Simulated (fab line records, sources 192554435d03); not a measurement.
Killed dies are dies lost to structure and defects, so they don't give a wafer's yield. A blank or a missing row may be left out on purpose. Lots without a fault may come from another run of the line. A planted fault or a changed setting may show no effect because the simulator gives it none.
Split-lot experiment | flow n5_finfet | 7 lots, 39 wafers read, on a route of 1938 steps

THE SPLIT
At N5_BEOL_M11_PECVD_70 (deposits SiO2 from TEOS/O2, target thk 20 nm, time 22.7 s), the setting time_s was moved away from the recipe's 22.7 s on 15 of the 39 wafers read, by -55.3% to +32.5%. The other wafers ran this setting at the recipe's value.

FROM THE SPLIT TO THE READING: what the file shows between them, 8 steps
- N5_BEOL_M11_HM_DEP_02: deposits TiN, target thk 20 nm
- N5_BEOL_M11_COAT_59: time 60 s, resist thk 100 nm
- N5_BEOL_M11_STRIP_77: strips in N2/H2, time 10 s
- N5_BEOL_M11_HM_STRIP_39: strips TiN in peroxide tin strip, target depth 25 nm, time 158 s
- N5_BEOL_M11_SRD_40: time 30 s
- N5_BEOL_M11_PRECLEAN_42: cleans in residue remover, time 60 s
- N5_BEOL_M11_ECD_50: material Cu, target thk 318 nm
- N5_BEOL_M11_ANNEAL_51: time 90 s

THE READING
barrier_field_endpoint_s, in s, at N5_BEOL_M11_CMP_52 (polishes, stops on SiCOH lowk, t overpolish 7 s, target thk 140 nm). Fault-free wafers of this fab line usually give 29.1 s, standard deviation 0.78 s.

wafer  | tool, chamber at the split | time_s as run, s | against the recipe | barrier_field_endpoint_s, s | against lot-mates on the recipe
L076.2 | pecvd-04, 0                | 22.7             | recipe             | 27.9                        | -
L076.1 | pecvd-04, 1                | 16.43            | -27.6%             | 22.5                        | -5.7
L076.3 | pecvd-04, 2                | 22.7             | recipe             | 28.6                        | -
L076.4 | pecvd-04, 1                | 16.43            | -27.6%             | 21.8                        | -6.4
L076.6 | pecvd-04, 2                | 22.7             | recipe             | 28.0                        | -
L076.5 | pecvd-04, 0                | 16.43            | -27.6%             | 23.2                        | -5.0
L081.2 | pecvd-03, 2                | 22.7             | recipe             | 30.6                        | -
L081.3 | pecvd-03, 1                | 22.7             | recipe             | 29.1                        | -
L081.5 | pecvd-03, 0                | 22.7             | recipe             | 30.5                        | -
L083.4 | pecvd-02, 1                | 16.85            | -25.8%             | 23.2                        | -5.7
L083.3 | pecvd-02, 1                | 22.7             | recipe             | 28.2                        | -
L083.2 | pecvd-02, 0                | 16.85            | -25.8%             | 23.3                        | -5.6
L083.1 | pecvd-02, 2                | 16.85            | -25.8%             | 23.9                        | -5.0
L083.6 | pecvd-02, 2                | 22.7             | recipe             | 29.4                        | -
L083.5 | pecvd-02, 0                | 22.7             | recipe             | 29.1                        | -
L084.4 | pecvd-02, 0,1              | 22.7             | recipe             | 29.2                        | -
L084.2 | pecvd-02, 2,1              | 13.47            | -40.7%             | 19.0                        | -10.2
L084.3 | pecvd-02, 2,1              | 13.47            | -40.7%             | 19.3                        | -9.9
L084.1 | pecvd-02, 0,1              | 22.7             | recipe             | 29.1                        | -
L084.5 | pecvd-02, 0                | 13.47            | -40.7%             | 20.6                        | -8.6
L084.6 | pecvd-02, 2                | 22.7             | recipe             | 29.4                        | -
L086.2 | pecvd-03, 0,2,2            | 22.7             | recipe             | 29.7                        | -
L086.4 | pecvd-03, 1                | 22.7             | recipe             | 30.4                        | -
L086.3 | pecvd-03, 1                | 22.7             | recipe             | 28.5                        | -
L086.1 | pecvd-03, 0,2,2            | 22.7             | recipe             | 29.7                        | -
L086.6 | pecvd-03, 0                | 22.7             | recipe             | 29.4                        | -
L086.5 | pecvd-03, 0,2,2            | 22.7             | recipe             | 30.5                        | -
L090.3 | pecvd-04, 2                | 22.7             | recipe             | 27.6                        | -
L090.4 | pecvd-04, 1                | 22.7             | recipe             | 29.0                        | -
L090.1 | pecvd-04, 1                | 22.7             | recipe             | 29.2                        | -
L090.2 | pecvd-04, 0                | 10.14            | -55.3%             | 15.8                        | -12.8
L090.6 | pecvd-04, 0                | 10.14            | -55.3%             | 15.4                        | -13.2
L090.5 | pecvd-04, 2                | 10.14            | -55.3%             | 15.2                        | -13.4
L096.1 | pecvd-04, 2                | 30.08            | +32.5%             | 35.8                        | +7.8
L096.2 | pecvd-04, 0,1              | 22.7             | recipe             | 28.1                        | -
L096.3 | pecvd-04, 1                | 30.08            | +32.5%             | 36.8                        | +8.8
L096.4 | pecvd-04, 2                | 30.08            | +32.5%             | 36.5                        | +8.5
L096.6 | pecvd-04, 0                | 22.7             | recipe             | 27.8                        | -
L096.5 | pecvd-04, 0,1              | 22.7             | recipe             | 28.1                        | -
Where a row lists several chambers, the file gives one row for several wafers and doesn't say which wafer went through which chamber.

THE FIT
A straight line over all 39 wafers: barrier_field_endpoint_s changes by +0.235 s for each +1% of time_s; r = +0.99; the points scatter about the line by 0.81 s.
The same after taking each lot's own level away (the mean of its wafers on the recipe; 39 wafers): +0.237 s for each +1%; r = +0.99; scatter 0.62 s.
On that fit, the largest move of time_s shifts the reading by 13 s.
The lots' own levels span 28.00 to 30.07 s, that is 2.6 times the standard deviation above.
So the lot-to-lot level changes the slope little: the two slopes agree.
Check: with one of the wafers moved furthest among these (-55.3%) left out of the fit, the line predicts -13 s for it against its lot-mates. It came out at -12.8 s against them.

THE WHOLE CHAIN: every reading that the file lists as answering this split, in the file's order
step                    | what it does                                                       | reading                                                                           | change (the file's fit)               | r (the file's)
N5_BEOL_M11_PECVD_70    | deposits SiO2 from TEOS/O2, target thk 20 nm, time 22.7 s          | SiO2_of_BEOL_M11_PECVD_70.thk_nm (the simulator's own value, which no gauge read) | +0.195 nm for each +1% of the setting | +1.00
N5_BEOL_M11_HM_STRIP_39 | strips TiN in peroxide tin strip, target depth 25 nm, time 158 s   | SiO2_of_BEOL_M11_PECVD_70.thk_nm (the simulator's own value, which no gauge read) | +0.194 nm for each +1% of the setting | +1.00
N5_BEOL_M11_CMP_52      | polishes, stops on SiCOH lowk, t overpolish 7 s, target thk 140 nm | barrier_field_endpoint_s                                                          | +0.234 s for each +1% of the setting  | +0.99

THE FILE'S OWN FIT
barrier_field_endpoint_s changes by +0.234 s for each +1% of time_s, r = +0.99.
